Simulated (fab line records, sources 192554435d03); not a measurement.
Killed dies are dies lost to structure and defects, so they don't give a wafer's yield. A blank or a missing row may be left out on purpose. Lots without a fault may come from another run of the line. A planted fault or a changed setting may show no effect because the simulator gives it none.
fab line records | flow n5_finfet
record lots=11 wafers=28 last_day=19
route steps=1938 shown BEOL_M0_SAQP@651 BEOL_M4@1111
lots that met no fault: from a run of the same line without faults
start_h: hours from the record's first day to the start of the lot's first wafer shown | wait_h: hours since the lot's step before | " the same as in the row above | L1.1+2: a row that stands for several wafers | - no value, or no start given | * or withheld: withheld | < > ~ a bound
route shown NAME@n: a module of which the file shows steps, and the number in the route of the first | usual: mean/standard deviation of fault-free wafers | same: alike in all rows | chamber/n: place in a boat | sites: the reading at each site | _std_site: their standard deviation | _edge_site: outer sites' mean less inner sites' | radius_mm: how far each site lies from the wafer's centre | mask NAME#n: copy n | behind: the tool/chamber that last shaped the wafer | hold: why the lot was held/for how many hours/how that ended | device: the transistor (n, p or np) that didn't switch | end of line: the same wafers' tests at the end of the route | a step without rows: its recipe alone | killed: dies lost to structure and defects at the first sort, not the wafer's yield | map: a wafer's dies, x killed, . not, _ none there
set.NAME: the setting as run; set.NAME@STEP: as run at that earlier step | model.NAME: the simulator's own value behind a step, which no gauge read
steps of the route over a sample of lots; a table a step, a row a wafer
services: from which hour (start_h, from the record's first day; less than 0 if before it) a tool's chamber was out of use, for how many hours, and why
## steps
# step N5_BEOL_M0_SAQP_INSPECT_16
# recipe mode=adi inspect_instrument=brightfield
# usual raw_defect_count=508/140
# columns lot.wafer tool chamber start_h wait_h raw_defect_count
L169.1 defect_inspect-02 - 139.00 0.0 382
L169.3 " - " " 551
L169.6 " - " " 410
L176.1 defect_inspect-02 - 173.76 0.0 762
L176.4 " - " " 582
L176.6 " - " " 427
L179.1 defect_inspect-02 - 191.57 0.0 598
L179.2 " - " " 558
L179.4 " - " " 546
L181.3 defect_inspect-01 - 198.68 0.0 734
L181.4 " - " " 406
L183.2 defect_inspect-01 - 209.19 0.0 339
L183.3 " - " " 525
L183.4 " - " " 314
L184.2 defect_inspect-01 - 219.43 0.0 483
L184.4 " - " " 533
L184.6 " - " " 451
L185.5 defect_inspect-02 - 224.40 0.0 308
L185.6 " - " " 395
L186.2 defect_inspect-01 - 231.74 0.0 664
L186.5 " - " " 482
L187.1 defect_inspect-01 - 235.17 0.0 407
L187.4 " - " " 477
L188.1 defect_inspect-01 - 238.82 0.0 355
L188.3 " - " " 348
L188.5 " - " " 534
L189.4 defect_inspect-02 - 246.74 0.0 910
L189.5 " - " " 723
# step N5_BEOL_M0_SAQP_ETCH_84
# recipe chemistry=N2/H2 target=SOC target_depth_a=1000 overetch_a=200 mask_material=SiARC temp_c=40 time_s=150 ion_energy_ev=200 pressure_mtorr=30 source_w=840 bias_w=150 n2_flow_sccm=200 h2_flow_sccm=200
# usual bias_w=150.0/0.46 drypump_motor_current_A=5.4/0.43 oes_product_au=0.73/0.087 rf_vpp_V=523.5/2.5 showerhead_plenum_p_Torr=2.52/0.084 throttle_valve_pct=17.84/0.3
# columns lot.wafer tool chamber start_h wait_h bias_w drypump_motor_current_A oes_product_au rf_hours_counter_h rf_vpp_V showerhead_plenum_p_Torr throttle_valve_pct
L169.1 rie_diel-01 0 139.12 0.0 150.5 5.4 0.60 253 521.4 2.39 18.17
L169.3 " 2 " " 150.0 5.5 0.87 8 522.8 2.48 17.50
L169.6 " 1 " " 150.8 5.1 0.69 - 522.3 2.43 18.13
L176.1 rie_diel-03 3 173.88 0.0 149.6 6.2 0.75 47 522.0 2.48 17.81
L176.4 " 1 " " 149.8 5.6 0.64 196 523.4 2.52 18.10
L176.6 " 2 " " 150.8 5.1 0.73 - 526.0 2.57 17.83
L179.1 rie_diel-01 1 191.71 0.0 149.6 5.1 0.67 163 520.5 2.42 18.13
L179.2 " 3 " " 149.8 5.6 0.83 13 525.5 2.57 17.24
L179.4 " 0 " " 150.3 5.3 0.87 2 528.0 2.71 17.67
L181.3 rie_diel-01 0 198.80 0.0 150.0 5.3 0.85 5 528.1 2.71 17.67
L181.4 " 3 " " 151.3 5.6 0.83 15 524.8 2.57 17.22
L183.2 rie_diel-04 1 209.30 0.0 150.3 5.7 0.70 145 522.4 2.53 17.74
L183.3 " 3 " " 149.4 6.4 0.66 153 524.5 2.56 18.22
L183.4 " 2 " " 149.8 4.7 0.63 216 519.6 2.43 18.03
L184.2 rie_diel-03 1 219.55 0.0 150.3 5.6 0.64 209 522.2 2.52 18.14
L184.4 " 3 " " 149.6 6.2 0.73 59 521.4 2.48 17.83
L184.6 " 3 " " 150.0 6.2 0.73 - 521.6 2.48 17.82
L185.5 rie_diel-01 3 224.56 0.0 150.3 5.6 0.81 - 526.0 2.57 17.25
L185.6 " 2 " " 150.6 5.4 0.81 - 522.1 2.47 17.55
L186.2 rie_diel-04 0 232.13 0.0 149.6 5.3 0.80 30 524.8 2.59 17.85
L186.5 " 0 " " 149.7 5.3 0.80 - 526.0 2.59 17.88
L187.1 rie_diel-01 2 235.96 0.1 149.4 5.4 0.80 42 523.1 2.46 17.58
L187.4 " 1 " " 149.5 5.1 0.65 - 520.2 2.41 18.18
L188.1 rie_diel-04 3 239.18 0.0 150.2 6.4 0.67 162 523.3 2.55 18.24
L188.3 " 1 " " 149.5 5.7 0.70 154 523.7 2.52 17.77
L188.5 " 2 " " 149.9 4.7 0.63 - 520.6 2.43 18.03
L189.4 rie_diel-04 3 247.61 0.0 150.1 6.4 0.65 165 522.8 2.55 18.23
L189.5 " 0 " " 149.9 5.3 0.80 - 524.2 2.59 17.87
# step N5_BEOL_M0_SAQP_STRIP_86
# recipe chemistry=N2/H2 power_w=500 temp_c=40 pressure_mtorr=50 rf_frequency_hz=6e+07 overash_fraction=0.3 bias_power_w=28 h2_frac=0.5 n2_flow_sccm=300 h2_flow_sccm=300
# usual drypump_motor_current_A=5.5/0.49 oes_product_au=0.82/0.088 power_w=500.1/1.4 rf_vpp_V=121.9/1.5 showerhead_plenum_p_Torr=3.34/0.089 throttle_valve_pct=19.0/0.43
# columns lot.wafer tool chamber start_h wait_h drypump_motor_current_A oes_product_au power_w rf_hours_counter_h rf_vpp_V showerhead_plenum_p_Torr throttle_valve_pct
L169.1 rie_diel-03 0 139.41 0.1 5.0 0.95 498.2 11 125.4 3.53 18.0
L169.3 " 2 " " 5.1 0.81 498.5 93 122.4 3.40 18.7
L169.6 " 2 " " 5.1 0.83 498.0 - 120.5 3.40 18.7
L176.1 rie_diel-01 2 174.17 0.1 5.4 0.93 499.9 21 121.4 3.27 18.7
L176.4 " 2 " " 5.4 0.93 498.9 - 124.0 3.27 18.7
L176.6 " 1 " " 5.1 0.75 498.3 - 122.2 3.21 19.4
L179.1 rie_diel-04 0 192.18 0.2 5.2 0.92 500.9 19 123.1 3.42 18.9
L179.2 " 1 " " 5.7 0.80 498.4 140 121.9 3.35 18.7
L179.4 " 2 " " 4.8 0.71 498.2 212 119.6 3.22 19.2
L181.3 rie_diel-04 1 199.09 0.1 5.6 0.79 499.9 142 122.8 3.34 18.8
L181.4 " 2 " " 4.7 0.70 500.1 214 121.7 3.22 19.3
L183.2 rie_diel-04 0 209.59 0.1 5.3 0.89 501.1 24 121.0 3.42 18.9
L183.3 " 1 " " 5.7 0.78 501.8 145 122.5 3.34 18.8
L183.4 " 3 " " 6.4 0.74 498.4 153 123.4 3.38 19.6
L184.2 rie_diel-03 2 219.84 0.1 5.1 0.80 501.2 114 120.5 3.39 18.8
L184.4 " 0 " " 5.0 0.91 502.2 34 120.3 3.51 18.0
L184.6 " 2 " " 5.1 0.81 501.2 - 123.3 3.39 18.8
L185.5 rie_diel-03 1 224.90 0.1 5.6 0.71 502.1 - 121.3 3.33 19.4
L185.6 " 0 " " 5.0 0.90 499.2 - 123.9 3.51 18.1
L186.2 rie_diel-01 2 232.42 0.1 5.4 0.89 500.1 40 122.3 3.26 18.8
L186.5 " 2 " " 5.5 0.90 499.7 - 121.4 3.26 18.7
L187.1 rie_diel-01 1 236.33 0.1 5.1 0.73 502.6 178 120.0 3.19 19.4
L187.4 " 2 " " 5.4 0.89 498.5 - 122.6 3.26 18.8
L188.1 rie_diel-04 3 239.53 0.1 6.4 0.74 500.1 162 119.9 3.37 19.6
L188.3 " 1 " " 5.7 0.78 498.9 155 120.3 3.34 18.8
L188.5 " 2 " " 4.8 0.70 499.9 - 121.5 3.21 19.3
L189.4 rie_diel-04 2 248.03 0.1 4.7 0.70 499.4 230 122.6 3.21 19.3
L189.5 " 3 " " 6.4 0.73 501.2 - 120.9 3.37 19.6
# step N5_BEOL_M0_SAQP_COAT_72
# recipe resist=SiARC temp_c=220 time_s=60 spin_rpm=1500 resist_thk_nm=15
# usual spin_speed_rpm=1500.0/1
# columns lot.wafer tool chamber start_h wait_h spin_speed_rpm
L169.1 litho_track-05 0 142.49 - 1502.0
L169.3 " 0 " " 1499.6
L169.6 " 0 " " 1501.5
L176.1 litho_track-05 0 177.16 - 1440.9
L176.4 " 0 " " 1441.6
L176.6 " 0 " " 1439.8
L179.1 litho_track-05 0 195.43 - 1440.6
L179.2 " 0 " " 1441.9
L179.4 " 0 " " 1439.9
L181.3 litho_track-02 0 204.71 - 1498.5
L181.4 " 0 " " 1500.2
L183.2 litho_track-02 0 212.81 - 1500.2
L183.3 " 0 " " 1498.0
L183.4 " 0 " " 1500.3
L184.2 litho_track-02 0 222.86 - 1499.1
L184.4 " 0 " " 1499.0
L184.6 " 0 " " 1498.7
L185.5 litho_track-03 0 228.00 - 1500.5
L185.6 " 0 " " 1500.9
L186.2 litho_track-03 0 236.06 - 1497.7
L186.5 " 0 " " 1499.8
L187.1 litho_track-03 0 240.53 - 1499.7
L187.4 " 0 " " 1500.7
L188.1 litho_track-02 0 243.17 - 1500.2
L188.3 " 0 " " 1499.7
L188.5 " 0 " " 1499.2
L189.4 litho_track-05 0 251.27 - 1498.4
L189.5 " 0 " " 1499.5
# step N5_BEOL_M4_RC_MEAS_101
# usual DIBL_N=36.5/2.2 DIBL_P=36.9/2.9 IOFF_N=0.17/0.044 IOFF_P=0.22/0.052 ION_N=671/16 ION_P=461/10 SS_N=71.6/0.73 SS_P=73.5/0.79 VT_N=250/4.1 VT_P=-250/4.1
# columns lot.wafer tool chamber start_h wait_h DIBL_N[mV/V] DIBL_P[mV/V] IOFF_N[nA/um] IOFF_P[nA/um] ION_N[uA/um] ION_P[uA/um] SS_N[mV/dec] SS_P[mV/dec] VT_N[mV] VT_P[mV]
L169.1 prober-01 0 207.00 0.0 37.2 35.2 0.16 0.19 653 439 72.2 72.8 253 -253
L169.3 " 0 " " 35.6 36.2 0.14 0.22 658 462 71.2 72.7 254 -250
L169.6 " 0 " " 36.1 35.9 0.15 0.22 670 457 71.4 73.2 253 -251
L176.1 prober-02 0 252.78 0.0 36.4 37.6 0.18 0.21 671 452 71.5 73.4 247 -252
L176.4 " 0 " " 36.7 38.7 0.16 0.23 677 466 71.2 74.4 246 -249
L176.6 " 0 " " 37.2 40.4 0.22 0.25 709 475 71.3 73.4 243 -247
L179.1 prober-02 0 265.89 0.2 35.8 35.7 0.16 0.19 689 471 71.6 73.1 247 -249
L179.2 " 0 " " 38.2 39.1 0.18 0.24 670 456 71.8 73.7 248 -249
L179.4 " 0 " " 36.5 37.2 0.17 0.22 680 466 71.3 73.1 249 -251
L183.2 prober-02 0 290.77 0.2 34.6 35.2 0.13 0.19 662 461 71.6 72.9 252 -250
L183.3 " 0 " " 38.4 41.1 0.23 0.30 700 477 71.5 74.3 240 -246
L183.4 " 0 " " 37.3 39.9 0.18 0.30 656 459 71.9 74.1 248 -244
L181.3 prober-01 0 291.50 0.6 38.2 39.8 0.20 0.25 684 468 72.4 73.7 249 -249
L181.4 " 0 " " 37.5 38.9 0.18 0.24 670 459 72.2 73.6 249 -251
L184.2 prober-01 0 297.22 0.2 32.5 32.7 0.11 0.14 658 455 69.8 71.9 252 -255
L184.4 " 0 " " 40.5 41.8 0.22 0.26 677 461 72.3 75.3 247 -249
L184.6 " 0 " " 35.3 35.7 0.14 0.18 657 453 70.3 73.5 251 -253
L185.5 prober-02 0 297.47 0.6 34.6 34.3 0.13 0.16 652 445 71.5 72.7 253 -253
L185.6 " 0 " " 36.5 37.3 0.18 0.20 669 453 71.7 73.7 245 -250
L186.2 prober-02 0 315.73 0.2 35.1 34.2 0.16 0.24 682 478 71.1 72.9 251 -243
L186.5 " 0 " " 40.6 41.2 0.31 0.38 707 487 72.5 74.8 241 -238
L188.1 prober-01 0 317.82 0.0 35.3 35.5 0.14 0.18 666 461 70.9 73.1 250 -252
L188.3 " 0 " " 38.1 38.7 0.18 0.23 674 463 71.7 74.3 247 -249
L188.5 " 0 " " 37.8 39.4 0.17 0.25 668 461 71.4 74.4 248 -252
L187.1 prober-02 0 318.22 0.0 38.1 37.4 0.16 0.24 648 447 71.6 74.0 252 -250
L187.4 " 0 " " 36.0 34.1 0.12 0.16 654 448 71.5 72.8 256 -254
L189.4 prober-01 0 340.80 0.5 40.2 42.9 0.23 0.29 669 456 72.3 74.7 248 -247
L189.5 " 0 " " 42.3 44.0 0.28 0.33 702 471 73.4 75.0 242 -243
## services
# columns tool chamber start_h hours kind
rie_diel-01 3 128.89 - clean
rie_diel-01 3 128.89 - consumable_replace:focus_ring
rie_diel-01 3 128.89 24.4 scheduled_down
rie_diel-01 3 128.89 24.4 vent_cycle
rie_diel-04 - 136.35 1.1 repair
rie_diel-04 0 152.81 8.1 repair
rie_diel-01 0 153.30 - clean
rie_diel-01 0 153.30 - consumable_replace:focus_ring
rie_diel-01 0 153.30 - consumable_replace:showerhead
rie_diel-01 0 153.30 29.5 scheduled_down
rie_diel-01 0 153.30 29.5 vent_cycle
rie_diel-04 - 167.56 0.5 repair
rie_diel-01 0 223.37 15.1 repair
rie_diel-01 3 232.64 22.4 repair
rie_diel-03 - 244.35 28.1 pm
## key
first_sign step=N5_BEOL_M0_SAQP_COAT_72 reading=spin_speed_rpm direction=down sigmas=59 usual=* struck=*
effect none on later readings
met_at N5_BEOL_M0_SAQP_COAT_72
struck_lots L176,L179
not_acting_at N5_BEOL_M0_SAQP_INSPECT_16,N5_BEOL_M0_SAQP_ETCH_84,N5_BEOL_M0_SAQP_STRIP_86
onset_between 142.49 177.16
fault kind=process_parameter_drift tool=litho_track-05 chamber=- onset_h=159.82 steps=N5_BEOL_M0_SAQP_COAT_72 channel=spin_rpm offset=* shape=step end_h=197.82 acts_in=* stated=*
